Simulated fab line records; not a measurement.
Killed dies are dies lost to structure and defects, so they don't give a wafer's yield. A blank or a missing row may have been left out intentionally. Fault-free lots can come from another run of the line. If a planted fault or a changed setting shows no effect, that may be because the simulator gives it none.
Chamber matching	flow nand-harc	NHARC_P_M0_CMP_23 on cmp-01: 4 sister chambers
The step polishes, t overpolish 20 s, target thk 117.54 nm. 8 wafers are shown with their chamber, then 12 later ones without.

WAFERS WITH THEIR CHAMBER
wafer	chamber	motor-current-A (A)	time-to-endpoint-s (s)
L079.4	1	14.0	29.2
L082.1	0	11.8	27.5
L087.1	2	11.9	26.1
L087.2	1	13.5	34.6
L087.3	3	11.8	25.2
L088.1	3	11.1	24.6
L088.3	2	11.8	27.3
L088.4	0	12.0	26.9

WAFERS WITHOUT THEIR CHAMBER
wafer	motor-current-A (A)	time-to-endpoint-s (s)
L089.1	12.0	29.7
L089.2	11.6	23.6
L089.3	12.4	26.8
L091.1	12.0	30.1
L091.3	13.8	37.8
L091.5	11.5	26.9
L093.1	11.5	28.6
L093.3	12.3	22.5
L093.5	12.3	24.4
L094.1	11.3	25.2
L094.4	11.6	27.1
L094.5	11.8	28.4

WHICH CHAMBER EACH ONE RAN IN
wafer	from the rows above	in truth
L089.1	can't be placed: 0 or 2 or 3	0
L089.2	can't be placed: 3 or 2 or 0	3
L089.3	can't be placed: 0 or 2 or 3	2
L091.1	can't be placed: 0 or 2 or 3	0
L091.3	1	1
L091.5	can't be placed: 3 or 2 or 0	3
L093.1	can't be placed: 0 or 2 or 3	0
L093.3	can't be placed: 2 or 0 or 3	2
L093.5	can't be placed: 2 or 0 or 3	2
L094.1	can't be placed: 3 or 2 or 0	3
L094.4	can't be placed: 2 or 0 or 3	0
L094.5	can't be placed: 0 or 2 or 3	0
Placed correctly: 1 of 12. Not placeable from these rows: 11 (in 11, the candidates include the true chamber). Placed wrongly: 0.
How it was worked out, from the rows above alone: a wafer's distance from a chamber is the root of the sum, over the readings, of the square of ((its reading less the chamber's mean) divided by the reading's scatter). The wafer belongs to the nearest chamber; if the next one is less than 2 further off, it can't be placed. A chamber's mean is the mean of its shown wafers. How the scatter is found: for the shown wafers, subtract from each reading the mean of its chamber, square and add these, divide the total by (wafers less chambers), then take the root.
